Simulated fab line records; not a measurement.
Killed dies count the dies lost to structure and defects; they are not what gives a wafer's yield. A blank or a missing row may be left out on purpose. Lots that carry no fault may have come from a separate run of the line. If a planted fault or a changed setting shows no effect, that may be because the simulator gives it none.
fab line records -- flow n5_finfet
record lots=6, wafers=18, last_day=18
route steps=1938 shown GATE_CUT@481 BEOL_M4@1111 PASSIVATION@1936
lots with no fault: from the same line, run without faults
start_h: hours from the record's first day to the start of the lot's first wafer shown -- wait_h: hours since the lot's step before -- " identical to the entry in the row above -- L1.1+2: a single row standing in for several wafers -- - either no value or no given start -- * or withheld: withheld -- < > ~ a bound
route shown NAME@n: a module of which the file shows steps, and the number in the route of the first -- usual: the fault-free wafers' mean and standard deviation -- same: alike in all rows -- chamber/n: place in a boat -- sites: per-site readings -- _std_site: the standard deviation of these -- _edge_site: mean of outer sites minus mean of inner sites -- radius_mm: for every site, how far away it sits from the centre of the wafer -- mask NAME#n: copy n -- behind: the most recent tool/chamber to have shaped the wafer -- hold: cause of the lot's hold/its duration in hours/its outcome -- device: the transistor (n, p or np) that didn't switch -- end of line: tests of these same wafers at the route's end -- a step without rows: its recipe alone -- killed: at the first sort, the dies lost to defects and structure; wafer yield is something else -- map: dies across one wafer; x = killed, . = not, _ = none there
set.NAME: the setting as run; set.NAME@STEP: as run at that earlier step -- model.NAME: the simulator's own value behind a step, which no gauge read
lots at selected steps of the route; one table per step, one row per wafer
services: a tool's chamber out of use, with start hour (start_h, from the record's first day; less than 0 if before it), hours out, and reason
## steps
# step N5_GATE_CUT_COAT_07
# recipe resist=CAR-EUV, spin_rpm=1500, resist_thk_nm=30
# step N5_GATE_CUT_EBR_09
# recipe solvent=PGMEA, ebr_width_mm=1.5
# step N5_GATE_CUT_SOFTBAKE_08
# recipe temp_c=110, time_s=60, resist=CAR-EUV
# step N5_GATE_CUT_EXPOSE_10
# recipe mask_id=GATE_CUT, na=0.33, source_shape=annular, sigma_inner=0.35, sigma_outer=0.8, polarization=unpolarized, target_cd_nm=20, dose_mj=43.25
# step N5_GATE_CUT_PEB_11
# recipe peb_temp_c=100, peb_time_s=60, resist=CAR-EUV
# step N5_GATE_CUT_DEVELOP_12
# recipe develop_time_s=30, developer=TMAH, resist=CAR-EUV, rinse_liquid=surfactant_rinse, dry=air_spin, dev_temp_c=23
# step N5_GATE_CUT_CD_MEAS_13
# recipe target_cd_nm=20, landing_energy_ev=500, detector=se_inlens
# usual cd_nm=19.84/0.26
lot.wafer,tool,chamber,start_h,wait_h,cd_nm
L192.2,cd_sem-01,0,90.53,-,19.95
L192.3,cd_sem-01,0,90.53,-,20.00
L192.5,cd_sem-01,0,90.53,-,19.78
L203.3,cd_sem-02,0,156.76,-,19.32
L203.5,cd_sem-02,0,156.76,-,19.62
L203.6,cd_sem-02,0,156.76,-,20.01
L208.3,cd_sem-03,0,184.26,-,19.33
L208.4,cd_sem-03,0,184.26,-,19.87
L208.5,cd_sem-03,0,184.26,-,20.06
L212.1,cd_sem-01,0,210.68,-,19.74
L212.4,cd_sem-01,0,210.68,-,19.63
L212.5,cd_sem-01,0,210.68,-,20.34
L213.2,cd_sem-02,0,217.22,-,20.00
L213.3,cd_sem-02,0,217.22,-,20.00
L213.5,cd_sem-02,0,217.22,-,20.05
L214.3,cd_sem-02,0,224.35,-,19.92
L214.5,cd_sem-02,0,224.35,-,20.37
L214.6,cd_sem-02,0,224.35,-,19.75
# step N5_GATE_CUT_OVL_MEAS_14
# recipe points_per_wafer=522
# usual GATE_CUT_OVL=0.2/0.7
lot.wafer,tool,chamber,start_h,wait_h,GATE_CUT_OVL[nm]
L192.2,overlay-02,0,90.57,0.0,0.3
L192.3,overlay-02,0,90.57,0.0,0.5
L192.5,overlay-02,0,90.57,0.0,-0.2
L203.3,overlay-01,0,156.80,0.0,0.7
L203.5,overlay-01,0,156.80,0.0,-0.5
L203.6,overlay-01,0,156.80,0.0,0.0
L208.3,overlay-02,0,184.30,0.0,0.6
L208.4,overlay-02,0,184.30,0.0,-0.1
L208.5,overlay-02,0,184.30,0.0,0.0
L212.1,overlay-02,0,210.71,0.0,0.9
L212.4,overlay-02,0,210.71,0.0,0.8
L212.5,overlay-02,0,210.71,0.0,-0.6
L213.2,overlay-01,0,217.25,0.0,0.1
L213.3,overlay-01,0,217.25,0.0,-0.7
L213.5,overlay-01,0,217.25,0.0,-0.8
L214.3,overlay-01,0,224.39,0.0,0.3
L214.5,overlay-01,0,224.39,0.0,0.4
L214.6,overlay-01,0,224.39,0.0,-0.5
# step N5_GATE_CUT_INSPECT_15
# recipe mode=adi, inspect_instrument=brightfield
# usual raw_defect_count=127/39
lot.wafer,tool,chamber,start_h,wait_h,raw_defect_count
L192.2,defect_inspect-01,-,90.62,0.0,79
L192.3,defect_inspect-01,-,90.62,0.0,75
L192.5,defect_inspect-01,-,90.62,0.0,67
L203.3,defect_inspect-02,-,156.85,0.0,203
L203.5,defect_inspect-02,-,156.85,0.0,150
L203.6,defect_inspect-02,-,156.85,0.0,181
L208.3,defect_inspect-02,-,184.35,0.0,181
L208.4,defect_inspect-02,-,184.35,0.0,146
L208.5,defect_inspect-02,-,184.35,0.0,124
L212.1,defect_inspect-02,-,210.77,0.1,142
L212.4,defect_inspect-02,-,210.77,0.1,136
L212.5,defect_inspect-02,-,210.77,0.1,134
L213.2,defect_inspect-02,-,217.30,0.0,137
L213.3,defect_inspect-02,-,217.30,0.0,147
L213.5,defect_inspect-02,-,217.30,0.0,137
L214.3,defect_inspect-01,-,224.44,0.0,107
L214.5,defect_inspect-01,-,224.44,0.0,124
L214.6,defect_inspect-01,-,224.44,0.0,98
# step N5_GATE_CUT_DESCUM_18
# recipe chemistry=O2, time_s=7, source_power_w=50, bias_power_w=20, pressure_mtorr=20, rf_frequency_hz=2.712e+07, temp_c=40, resist=CAR-EUV, o2_flow_sccm=225
# usual drypump_motor_current_A=5.62/0.29, oes_product_au=0.76/0.072, rf_vpp_V=243.6/1.1, showerhead_plenum_p_Torr=2.12/0.045, throttle_valve_pct=20.43/0.25
lot.wafer,tool,chamber,start_h,wait_h,drypump_motor_current_A,oes_product_au,rf_hours_counter_h,rf_vpp_V,showerhead_plenum_p_Torr,throttle_valve_pct
L192.2,rie_diel-05,0,90.79,0.2,6.07,0.78,142,244.1,2.19,20.25
L192.3,rie_diel-05,1,90.79,0.2,5.27,0.83,62,243.6,2.13,20.19
L192.5,rie_diel-05,1,90.79,0.2,5.23,0.83,-,244.3,2.13,20.20
L203.3,rie_diel-06,0,156.90,0.0,5.82,0.73,-,244.9,2.15,20.29
L203.5,rie_diel-06,0,156.90,0.0,5.83,0.73,-,244.8,2.15,20.29
L203.6,rie_diel-06,3,156.90,0.0,5.27,0.85,-,242.4,2.04,20.37
L208.3,rie_diel-06,3,184.38,0.0,5.25,0.83,76,243.1,2.03,20.41
L208.4,rie_diel-06,0,184.38,0.0,5.83,0.72,-,243.4,2.14,20.29
L208.5,rie_diel-06,3,184.38,0.0,5.26,0.84,-,242.0,2.03,20.40
L212.1,rie_diel-06,3,210.83,0.1,5.30,0.83,88,242.8,2.03,20.41
L212.4,rie_diel-06,2,210.83,0.1,5.57,0.71,200,242.3,2.08,20.61
L212.5,rie_diel-06,1,210.83,0.1,5.28,0.97,-,242.8,2.14,20.02
L213.2,rie_diel-05,1,217.75,0.4,5.28,0.80,98,242.0,2.11,20.24
L213.3,rie_diel-05,2,217.75,0.4,5.56,0.83,63,243.0,2.11,20.31
L213.5,rie_diel-05,1,217.75,0.4,5.27,0.79,-,242.8,2.11,20.24
L214.3,rie_diel-05,0,224.47,0.0,6.04,0.74,179,243.6,2.18,20.31
L214.5,rie_diel-05,2,224.47,0.0,5.53,0.82,-,243.2,2.11,20.32
L214.6,rie_diel-05,3,224.47,0.0,5.53,0.69,-,244.2,2.07,20.72
# step N5_GATE_CUT_ETCH_28
# recipe chemistry=N2/H2, target=underlayer, target_depth_a=130, mask_material=CAR-EUV, time_s=10.4, ion_energy_ev=200, pressure_mtorr=30, source_w=840, bias_w=150, n2_flow_sccm=200, h2_flow_sccm=200, ends=cleared
# usual bias_w=150.0/0.48, drypump_motor_current_A=5.62/0.29, etch_rf_on_time_s=10.37/0.27, h2_flow_sccm=200.0/0.54, oes_product_au=0.66/0.063, rf_vpp_V=524.8/1.8, showerhead_plenum_p_Torr=2.58/0.057, throttle_valve_pct=17.93/0.21
lot.wafer,tool,chamber,start_h,wait_h,bias_w,drypump_motor_current_A,etch_rf_on_time_s,h2_flow_sccm,oes_product_au,rf_hours_counter_h,rf_vpp_V,showerhead_plenum_p_Torr,throttle_valve_pct
L192.2,rie_diel-05,0,90.82,0.0,150.2,6.00,10.06,200.9,0.66,142,527.4,2.66,17.77
L192.3,rie_diel-05,1,90.82,0.0,149.9,5.31,10.02,199.4,0.73,62,525.9,2.60,17.70
L192.5,rie_diel-05,1,90.82,0.0,149.8,5.30,9.96,200.3,0.74,-,523.9,2.60,17.68
L203.3,rie_diel-06,0,156.95,0.0,150.2,5.85,10.90,199.1,0.61,-,526.2,2.65,17.96
L203.5,rie_diel-06,0,156.95,0.0,150.4,5.84,10.85,200.3,0.61,-,524.7,2.64,17.95
L203.6,rie_diel-06,3,156.95,0.0,150.5,5.33,10.13,199.8,0.72,-,522.2,2.49,17.95
L208.3,rie_diel-06,3,184.42,0.0,149.7,5.28,10.43,199.7,0.71,76,521.6,2.48,17.97
L208.4,rie_diel-06,0,184.42,0.0,150.1,5.86,10.99,200.7,0.61,-,526.5,2.64,17.98
L208.5,rie_diel-06,3,184.42,0.0,149.6,5.36,10.26,199.5,0.71,-,522.9,2.48,17.97
L212.1,rie_diel-06,3,210.87,0.0,149.6,5.29,10.32,199.4,0.70,88,522.5,2.48,18.00
L212.4,rie_diel-06,2,210.87,0.0,149.7,5.56,10.76,199.9,0.60,200,523.9,2.53,17.99
L212.5,rie_diel-06,1,210.87,0.0,149.6,5.31,10.78,200.0,0.80,-,526.6,2.59,17.33
L213.2,rie_diel-05,1,217.79,0.0,150.6,5.26,10.12,199.3,0.69,98,525.6,2.58,17.76
L213.3,rie_diel-05,2,217.79,0.0,150.2,5.54,10.28,200.6,0.71,63,524.0,2.59,18.03
L213.5,rie_diel-05,1,217.79,0.0,150.8,5.26,10.01,199.7,0.71,-,524.9,2.58,17.76
L214.3,rie_diel-05,0,224.51,0.0,149.7,6.02,10.19,199.9,0.63,179,526.6,2.64,17.83
L214.5,rie_diel-05,2,224.51,0.0,149.4,5.56,10.18,200.2,0.72,-,524.1,2.59,18.01
L214.6,rie_diel-05,3,224.51,0.0,149.9,5.55,10.46,199.0,0.59,-,522.0,2.49,17.95
# step N5_GATE_CUT_ETCH_36
# recipe chemistry=CF4, target=SiARC, target_depth_a=130, mask_material=CAR-EUV, time_s=21.7, ion_energy_ev=80, pressure_mtorr=40, source_w=545, bias_w=36, Ar_flow_sccm=100, cf4_flow_sccm=100, ends=cleared
# usual bias_w=35.98/0.099, drypump_motor_current_A=5.61/0.29, etch_rf_on_time_s=21.7/0.48, oes_product_au=0.65/0.063, rf_vpp_V=184.4/0.99, showerhead_plenum_p_Torr=2.17/0.047, throttle_valve_pct=15.63/0.21
lot.wafer,tool,chamber,start_h,wait_h,bias_w,drypump_motor_current_A,etch_rf_on_time_s,oes_product_au,rf_hours_counter_h,rf_vpp_V,showerhead_plenum_p_Torr,throttle_valve_pct
L192.2,rie_diel-05,0,90.84,0.0,35.96,6.01,21.4,0.65,142,184.2,2.25,15.51
L192.3,rie_diel-05,1,90.84,0.0,35.86,5.26,21.5,0.73,62,184.1,2.16,15.31
L192.5,rie_diel-05,1,90.84,0.0,35.93,5.26,21.2,0.73,-,184.0,2.16,15.27
L203.3,rie_diel-06,0,156.98,0.0,36.02,5.83,22.6,0.61,-,184.5,2.22,15.66
L203.5,rie_diel-06,0,156.98,0.0,35.88,5.84,22.5,0.62,-,184.2,2.22,15.66
L203.6,rie_diel-06,3,156.98,0.0,35.92,5.31,21.2,0.73,-,183.1,2.09,15.53
L208.3,rie_diel-06,3,184.44,0.0,35.93,5.31,21.2,0.72,76,182.8,2.08,15.55
L208.4,rie_diel-06,0,184.44,0.0,36.07,5.83,22.7,0.61,-,183.8,2.22,15.67
L208.5,rie_diel-06,3,184.44,0.0,36.10,5.29,21.2,0.72,-,182.9,2.09,15.55
L212.1,rie_diel-06,3,210.89,0.0,35.93,5.26,21.2,0.71,88,182.7,2.08,15.56
L212.4,rie_diel-06,2,210.89,0.0,35.88,5.54,22.0,0.60,200,183.6,2.12,15.81
L212.5,rie_diel-06,1,210.89,0.0,35.95,5.28,22.2,0.81,-,185.8,2.20,15.28
L213.2,rie_diel-05,1,217.81,0.0,35.93,5.25,21.1,0.70,98,184.5,2.15,15.36
L213.3,rie_diel-05,2,217.81,0.0,36.07,5.56,21.5,0.72,63,185.0,2.17,15.56
L213.5,rie_diel-05,1,217.81,0.0,36.11,5.23,21.1,0.70,-,184.0,2.15,15.36
L214.3,rie_diel-05,0,224.53,0.0,36.11,6.02,21.3,0.63,179,184.8,2.23,15.57
L214.5,rie_diel-05,2,224.53,0.0,35.96,5.55,21.5,0.72,-,184.8,2.17,15.56
L214.6,rie_diel-05,3,224.53,0.0,36.08,5.54,22.2,0.58,-,182.4,2.11,15.91
# step N5_GATE_CUT_ETCH_37
# recipe chemistry=N2/H2, target=SOC, target_depth_a=600, overetch_a=120, mask_material=SiARC, temp_c=40, time_s=90, ion_energy_ev=200, pressure_mtorr=30, source_w=840, bias_w=150, n2_flow_sccm=200, h2_flow_sccm=200
# usual bias_w=150.0/0.44, drypump_motor_current_A=5.62/0.29, h2_flow_sccm=200.1/0.59, oes_product_au=0.69/0.062, rf_vpp_V=524.7/1.7, showerhead_plenum_p_Torr=2.58/0.057, throttle_valve_pct=17.90/0.22
lot.wafer,tool,chamber,start_h,wait_h,bias_w,drypump_motor_current_A,h2_flow_sccm,oes_product_au,rf_hours_counter_h,rf_vpp_V,showerhead_plenum_p_Torr,throttle_valve_pct
L192.2,rie_diel-05,0,90.87,0.0,150.4,6.02,199.5,0.69,142,525.1,2.66,17.75
L192.3,rie_diel-05,1,90.87,0.0,150.2,5.27,199.9,0.75,62,525.1,2.60,17.66
L192.5,rie_diel-05,1,90.87,0.0,149.7,5.30,200.5,0.75,-,524.3,2.60,17.67
L203.3,rie_diel-06,0,157.04,0.0,149.9,5.84,200.0,0.67,-,526.0,2.64,17.95
L203.5,rie_diel-06,0,157.04,0.0,149.9,5.84,200.7,0.67,-,528.6,2.64,17.95
L203.6,rie_diel-06,3,157.04,0.0,149.7,5.29,200.4,0.76,-,522.3,2.49,17.92
L208.3,rie_diel-06,3,184.46,0.0,155.2,5.32,200.6,0.75,76,533.5,2.48,17.95
L208.4,rie_diel-06,0,184.46,0.0,156.5,5.84,200.1,0.66,-,538.9,2.64,17.95
L208.5,rie_diel-06,3,184.46,0.0,155.4,5.30,201.6,0.74,-,534.7,2.48,17.95
L212.1,rie_diel-06,3,210.91,0.0,155.7,5.27,199.3,0.73,88,533.6,2.48,17.97
L212.4,rie_diel-06,2,210.91,0.0,155.7,5.57,200.2,0.64,200,536.2,2.53,17.98
L212.5,rie_diel-06,1,210.91,0.0,156.1,5.28,200.7,0.86,-,539.0,2.59,17.32
L213.2,rie_diel-05,1,217.83,0.0,150.9,5.28,200.8,0.71,98,524.7,2.58,17.73
L213.3,rie_diel-05,2,217.83,0.0,149.9,5.55,201.0,0.75,63,525.3,2.59,17.98
L213.5,rie_diel-05,1,217.83,0.0,151.0,5.29,200.4,0.71,-,522.8,2.58,17.73
L214.3,rie_diel-05,0,224.55,0.0,149.8,6.05,200.9,0.66,179,527.0,2.64,17.82
L214.5,rie_diel-05,2,224.55,0.0,150.1,5.56,199.9,0.74,-,524.6,2.59,18.00
L214.6,rie_diel-05,3,224.55,0.0,150.1,5.53,199.6,0.62,-,524.3,2.49,17.94
# step N5_GATE_CUT_STRIP_38
# recipe chemistry=N2/H2, temp_c=40, n2_flow_sccm=200, h2_flow_sccm=200, rf_frequency_hz=6e+07
# step N5_BEOL_M4_RC_MEAS_101
# usual DIBL_N=35.8/1.5, DIBL_P=35.9/1.8, IOFF_N=0.152/0.025, IOFF_P=0.21/0.031, ION_N=672/11, ION_P=462/7.4, SS_N=71.5/0.52, SS_P=73.2/0.54, VT_N=250/3, VT_P=-250/3.3
lot.wafer,tool,chamber,start_h,wait_h,DIBL_N[mV/V],DIBL_P[mV/V],IOFF_N[nA/um],IOFF_P[nA/um],ION_N[uA/um],ION_P[uA/um],SS_N[mV/dec],SS_P[mV/dec],VT_N[mV],VT_P[mV]
L192.2,prober-01,0,166.33,0.2,37.8,38.7,0.198,0.22,684,461,72.5,73.6,248,-250
L192.3,prober-01,0,166.33,0.2,36.6,38.0,0.177,0.22,681,464,72.1,73.4,247,-248
L192.5,prober-01,0,166.33,0.2,37.0,37.6,0.164,0.20,660,451,72.4,73.2,250,-249
L203.3,prober-01,0,237.07,0.3,35.1,35.8,0.145,0.19,674,462,71.6,74.0,250,-249
L203.5,prober-01,0,237.07,0.3,34.8,35.1,0.134,0.18,676,461,71.4,73.3,252,-253
L203.6,prober-01,0,237.07,0.3,36.6,37.9,0.180,0.22,681,470,71.3,74.0,247,-252
L208.3,prober-01,0,285.21,0.3,35.5,35.8,0.171,0.21,661,456,71.7,73.2,246,-249
L208.4,prober-01,0,285.21,0.3,36.2,37.2,0.177,0.23,693,470,70.9,73.8,246,-248
L208.5,prober-01,0,285.21,0.3,36.6,37.0,0.176,0.22,672,458,71.3,74.2,248,-248
L212.1,prober-02,0,300.36,0.0,34.1,34.8,0.141,0.20,655,454,71.6,73.6,250,-249
L212.4,prober-02,0,300.36,0.0,35.3,36.5,0.157,0.22,672,467,71.7,73.4,248,-248
L212.5,prober-02,0,300.36,0.0,37.5,39.3,0.206,0.28,681,471,71.9,74.0,247,-246
L213.2,prober-01,0,303.50,0.2,34.3,33.5,0.120,0.19,653,455,70.4,72.2,256,-250
L213.3,prober-01,0,303.50,0.2,38.3,38.4,0.200,0.28,685,470,71.4,72.8,249,-244
L213.5,prober-01,0,303.50,0.2,33.3,32.8,0.114,0.18,656,455,70.2,72.3,252,-251
L214.3,prober-02,0,321.31,0.3,33.7,33.5,0.125,0.17,660,456,71.3,72.7,253,-253
L214.5,prober-02,0,321.31,0.3,36.9,36.4,0.165,0.21,670,455,72.2,72.7,251,-251
L214.6,prober-02,0,321.31,0.3,32.6,32.1,0.106,0.16,652,455,71.2,72.3,255,-255
# step N5_PASSIVATION_PROBE_49
# usual defect_limited_yield=91.7/1.7, killed_at_M0_to_M3=34/10, killed_at_M4_up=13/5.1, killed_at_contacts=12/6.2, killed_at_front_end=36/12, killed_at_other=3.2/2.6, killed_dies=98/20, killed_open=65/13, killed_short=32/8.4, sort_bin_5_function=4.8/1.1, sort_bin_6_memory=3.2/0.74, sort_bin_8_speed=0.00/0.012, sort_n_pass=1082/20, sort_yield_pct=91.7/1.7
# same gross_dies=1180, killed_at_back_side=0, sort_bin_4_leakage[%]=0
lot.wafer,tool,chamber,start_h,wait_h,defect_limited_yield[%],killed_at_M0_to_M3,killed_at_M4_up,killed_at_contacts,killed_at_front_end,killed_at_other,killed_dies,killed_open,killed_short,sort_bin_5_function[%],sort_bin_6_memory[%],sort_bin_8_speed[%],sort_n_pass,sort_yield_pct[%]
L192.2,prober-02,-,278.89,0.1,94.7,21,10,8,22,2,63,45,18,3.2,1.7,0,1117,94.7
L192.3,prober-02,-,278.94,0.1,92.5,11,9,23,35,10,88,52,35,3.4,3.6,0,1092,92.5
L192.5,prober-02,-,279.04,0.2,93.5,26,6,9,31,5,77,49,28,3.2,3.0,0,1103,93.5
L203.3,prober-01,-,339.92,0.1,94.6,14,9,8,30,3,64,45,19,3.1,2.3,0,1116,94.6
L203.5,prober-01,-,340.02,0.2,92.7,23,8,16,36,3,86,60,26,4.2,2.7,0,1094,92.7
L203.6,prober-01,-,340.07,0.3,94.0,21,11,3,30,6,71,50,21,3.7,2.0,0,1109,94.0
L208.3,prober-01,-,376.59,0.1,89.7,22,26,14,50,9,121,78,43,5.5,4.5,0,1059,89.7
L208.4,prober-01,-,376.64,0.2,91.9,37,11,9,38,1,96,66,28,4.7,3.3,0,1084,91.9
L208.5,prober-01,-,376.69,0.2,89.0,33,18,17,57,5,130,88,41,6.8,3.8,0,1050,89.0
L212.1,prober-02,-,395.40,0.0,93.2,43,12,5,20,0,80,54,26,3.7,2.8,0,1100,93.2
L212.4,prober-02,-,395.55,0.2,92.6,29,12,16,30,0,87,58,28,4.7,2.5,0,1093,92.6
L212.5,prober-02,-,395.60,0.2,89.7,32,24,20,41,4,121,77,43,6.4,3.6,0,1059,89.7
L213.2,prober-02,-,412.97,0.1,92.9,34,18,8,22,2,84,58,24,4.1,2.3,0,1096,92.9
L213.3,prober-02,-,413.02,0.1,91.3,27,19,10,45,2,103,66,36,6.0,2.5,0,1077,91.3
L213.5,prober-02,-,413.12,0.2,92.1,33,10,10,35,5,93,56,32,4.7,3.0,0,1087,92.1
L214.3,prober-01,-,434.26,0.1,91.2,28,11,29,36,0,104,62,42,4.7,4.2,0,1076,91.2
L214.5,prober-01,-,434.36,0.2,87.5,49,18,31,40,10,148,99,40,6.6,5.0,0,1032,87.5
L214.6,prober-01,-,434.41,0.3,91.4,31,19,25,24,3,102,68,33,5.3,3.1,0.08,1077,91.3
# killed by level:class
L192.2 MOL_CONTACT_COAG:geometric_particle:open=8 BEOL_M4:geometric_particle:open=4 BEOL_M0_SAQP:geometric_particle:short=4 BEOL_M0_SAQP:geometric_particle:open=4 BEOL_M2:geometric_particle:open=4 BEOL_M3:geometric_particle:open=4 BEOL_M6:geometric_particle:open=4 STARTING-WAFER:geometric_particle:open=4
L192.3 MOL_CONTACT_COAG:geometric_particle:open=16 FIN_SAQP:geometric_particle:short=7 STI_FIN_REVEAL:geometric_particle:open=6 MOL_CONTACT_COAG:geometric_particle:short=6 GATE_CUT:geometric_particle:short=4 BEOL_M2:geometric_particle:open=4 DUMMY_GATE:geometric_particle:open=3 MIM_TOP:geometric_particle:open=3
L192.5 MOL_CONTACT_COAG:geometric_particle:open=8 FIN_SAQP:geometric_particle:open=7 BEOL_M0_SAQP:geometric_particle:short=6 BEOL_M0_SAQP:geometric_particle:open=6 BEOL_M4:geometric_particle:open=5 GATE_CUT:geometric_particle:short=4 BEOL_M0:geometric_particle:open=4 BEOL_M2:geometric_particle:open=4
L203.3 STI_FIN_REVEAL:geometric_particle:open=11 BEOL_M2:geometric_particle:open=9 MOL_CONTACT_COAG:geometric_particle:open=5 STI_FIN_REVEAL:geometric_particle:short=3 MOL_CONTACT_COAG:geometric_particle:short=3 BEOL_M8:geometric_particle:open=3 FIN_SAQP:geometric_particle:open=2 FIN_SAQP:geometric_particle:short=2
L203.5 MOL_CONTACT_COAG:geometric_particle:open=13 STI_FIN_REVEAL:geometric_particle:open=9 GATE_CUT:geometric_particle:short=6 BEOL_M3:geometric_particle:open=6 FIN_SAQP:geometric_particle:short=4 GATE_CUT:geometric_particle:open=4 MOL_CONTACT_COAG:geometric_particle:short=3 BEOL_M1:geometric_particle:open=3
L203.6 STI_FIN_REVEAL:geometric_particle:open=19 BEOL_M0_SAQP:geometric_particle:open=4 BEOL_M1:geometric_particle:open=4 BEOL_M3:geometric_particle:open=4 BEOL_M0_SAQP:geometric_particle:short=3 BEOL_M1:geometric_particle:short=3 BEOL_M5:geometric_particle:open=3 FIN_SAQP:geometric_particle:open=2
L208.3 STI_FIN_REVEAL:geometric_particle:open=11 MOL_CONTACT_COAG:geometric_particle:open=11 GATE_CUT:geometric_particle:short=10 BEOL_M5:geometric_particle:open=8 BEOL_M2:geometric_particle:open=7 BEOL_M4:geometric_particle:open=7 FIN_SAQP:geometric_particle:short=6 FIN_SAQP:geometric_particle:open=5
L208.4 GATE_CUT:geometric_particle:open=9 GATE_CUT:geometric_particle:short=9 BEOL_M3:geometric_particle:open=9 MOL_CONTACT_COAG:geometric_particle:open=7 BEOL_M2:geometric_particle:open=7 STI_FIN_REVEAL:geometric_particle:open=6 BEOL_M0_SAQP:geometric_particle:open=6 BEOL_M4:geometric_particle:open=5
L208.5 FIN_SAQP:geometric_particle:open=14 MOL_CONTACT_COAG:geometric_particle:open=14 STI_FIN_REVEAL:geometric_particle:open=9 BEOL_M2:geometric_particle:open=9 BEOL_M4:geometric_particle:open=9 FIN_SAQP:geometric_particle:short=8 GATE_CUT:geometric_particle:short=7 GATE_CUT:geometric_particle:open=7
L212.1 BEOL_M2:geometric_particle:open=10 BEOL_M0_SAQP:geometric_particle:short=8 BEOL_M0_SAQP:geometric_particle:open=7 BEOL_M1:geometric_particle:open=5 BEOL_M3:geometric_particle:open=5 ILD0:geometric_particle:open=4 BEOL_M4:geometric_particle:open=4 FIN_SAQP:geometric_particle:open=3
L212.4 MOL_CONTACT_COAG:geometric_particle:open=13 FIN_SAQP:geometric_particle:open=8 BEOL_M3:geometric_particle:open=7 FIN_SAQP:geometric_particle:short=6 BEOL_M2:geometric_particle:open=6 BEOL_M1:geometric_particle:open=4 BEOL_M3:geometric_particle:short=4 BEOL_M0_SAQP:geometric_particle:short=3
L212.5 MOL_CONTACT_COAG:geometric_particle:open=15 BEOL_M4:geometric_particle:open=11 FIN_SAQP:geometric_particle:short=10 BEOL_M0_SAQP:geometric_particle:open=9 FIN_SAQP:geometric_particle:open=7 BEOL_M0_SAQP:geometric_particle:short=7 STI_FIN_REVEAL:geometric_particle:open=6 DUMMY_GATE:geometric_particle:open=5
L213.2 BEOL_M0_SAQP:geometric_particle:open=8 MOL_CONTACT_COAG:geometric_particle:open=7 BEOL_M2:geometric_particle:open=6 BEOL_M1:geometric_particle:open=6 FIN_SAQP:geometric_particle:open=5 BEOL_M0_SAQP:geometric_particle:short=5 STI_FIN_REVEAL:geometric_particle:open=4 BEOL_M5:geometric_particle:short=4
L213.3 FIN_SAQP:geometric_particle:short=8 STI_FIN_REVEAL:geometric_particle:open=8 MOL_CONTACT_COAG:geometric_particle:open=8 BEOL_M0_SAQP:geometric_particle:short=8 BEOL_M4:geometric_particle:open=6 FIN_SAQP:geometric_particle:open=5 DUMMY_GATE:geometric_particle:open=5 BEOL_M3:geometric_particle:open=5
L213.5 BEOL_M0_SAQP:geometric_particle:short=9 FIN_SAQP:geometric_particle:open=8 MOL_CONTACT_COAG:geometric_particle:open=8 BEOL_M1:geometric_particle:short=6 FIN_SAQP:geometric_particle:short=5 DUMMY_GATE:geometric_particle:open=4 BEOL_M1:geometric_particle:open=4 BEOL_M2:geometric_particle:open=4
L214.3 MOL_CONTACT_COAG:geometric_particle:open=20 MOL_CONTACT_COAG:geometric_particle:short=9 STI_FIN_REVEAL:geometric_particle:open=8 STI_FIN_REVEAL:geometric_particle:short=5 BEOL_M0_SAQP:geometric_particle:short=5 BEOL_M2:geometric_particle:open=5 BEOL_M4:geometric_particle:open=5 FIN_SAQP:geometric_particle:short=4
L214.5 MOL_CONTACT_COAG:geometric_particle:open=27 BEOL_M2:geometric_particle:open=11 BEOL_M3:geometric_particle:open=10 HKMG_FIN:area_etch=9 BEOL_M0_SAQP:geometric_particle:short=8 STI_FIN_REVEAL:geometric_particle:open=7 BEOL_M0_SAQP:geometric_particle:open=6 BEOL_M4:geometric_particle:open=6
L214.6 MOL_CONTACT_COAG:geometric_particle:open=13 MOL_CONTACT_COAG:geometric_particle:short=12 BEOL_M4:geometric_particle:open=10 DUMMY_GATE:geometric_particle:open=7 BEOL_M1:geometric_particle:open=7 BEOL_M0_SAQP:geometric_particle:short=6 BEOL_M0_SAQP:geometric_particle:open=5 BEOL_M2:geometric_particle:open=4
## services
tool,chamber,start_h,hours,kind
rie_diel-05,1,73.51,5.2,repair
rie_diel-06,1,130.63,9.8,repair
rie_diel-06,1,140.64,-,clean
rie_diel-06,1,140.64,-,consumable_replace:focus_ring
rie_diel-06,1,140.64,25.2,scheduled_down
rie_diel-06,1,140.64,25.2,vent_cycle
rie_diel-06,2,149.71,12.8,repair
rie_diel-06,1,177.25,22.2,repair
rie_diel-06,2,194.15,4.6,repair
## key
first_sign step=N5_GATE_CUT_ETCH_37, reading=bias_w, direction=up, sigmas=13, usual=*, struck=*
effect step=N5_GATE_CUT_ETCH_37, reading=rf_vpp_V, direction=up, sigmas=6.6, usual=524.7, struck=536.0
met_at N5_GATE_CUT_ETCH_37
struck_wafers L208.3,L208.4,L208.5,L212.1,L212.4,L212.5
onset_between 157.04 184.46
fault kind=process_parameter_drift, tool=rie_diel-06, chamber=-, onset_h=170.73, steps=N5_GATE_CUT_ETCH_37, channel=bias_w, offset=*, shape=step, end_h=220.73, acts_in=*, stated=*
